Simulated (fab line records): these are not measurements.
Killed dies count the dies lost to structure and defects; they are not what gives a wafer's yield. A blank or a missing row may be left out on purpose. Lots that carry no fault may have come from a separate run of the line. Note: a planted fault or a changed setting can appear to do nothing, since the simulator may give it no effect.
Chamber matching    flow nand-harc    pecvd-02 running NHARC_P_M1_DEP_33: 3 sister chambers
The step deposits SiCN, target thk 30 nm. 14 wafers are shown with their chamber, then 7 later ones without.

WAFERS, EACH WITH ITS CHAMBER
wafer   chamber  heater-power-w (W)  susceptor-temp-C (C)
L164.1  0        662                 370.26
L164.3  2        548                 369.81
L164.5  1        580                 369.85
L165.1  2        561                 370.42
L165.2  0        632                 369.98
L165.4  2        557                 370.68
L168.3  2        523                 369.77
L168.5  2        513                 369.43
L168.6  0        620                 369.89
L173.1  1        626                 369.79
L173.5  1        622                 369.93
L173.6  0        660                 370.46
L177.1  2        560                 369.97
L177.5  0        607                 370.07

SIGNATURES (averages over the wafers above)
reading           chamber 0  chamber 1  chamber 2  scatter within a chamber
heater-power-w    636.20     609.33     543.67     23
susceptor-temp-C  370.1320   369.8567   370.0133   0.34
Rule: for each reading, subtract the chamber's mean from the wafer's reading, divide by that reading's scatter and square the result; add these up over the readings and take the root, which gives the wafer's distance from the chamber. The wafer belongs to the nearest chamber; if the next one is less than 2 further off, it can't be placed. The scatter: the root of (the sum of the squares of (reading less its chamber's mean) over the shown wafers, divided by (wafers less chambers)).

WAFERS WITH NO CHAMBER GIVEN
wafer   heater-power-w (W)  susceptor-temp-C (C)
L177.6  534                 370.31
L179.1  534                 370.20
L179.2  519                 370.00
L179.6  542                 369.78
L187.2  540                 370.30
L187.4  571                 369.83
L187.6  543                 369.89

WHICH CHAMBER EACH WENT THROUGH
wafer    from the rows above            in truth
L177.6   2                              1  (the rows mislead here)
L179.1   2                              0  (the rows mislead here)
L179.2   2                              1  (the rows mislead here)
L179.6   2                              2
L187.2   2                              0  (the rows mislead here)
L187.4   can't be placed: 2 or 1 or 0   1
L187.6   2                              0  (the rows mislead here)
Placed correctly: 1 of 7. These rows do not allow placing 1 (true chamber among the candidates in 1). Number placed wrongly: 5.
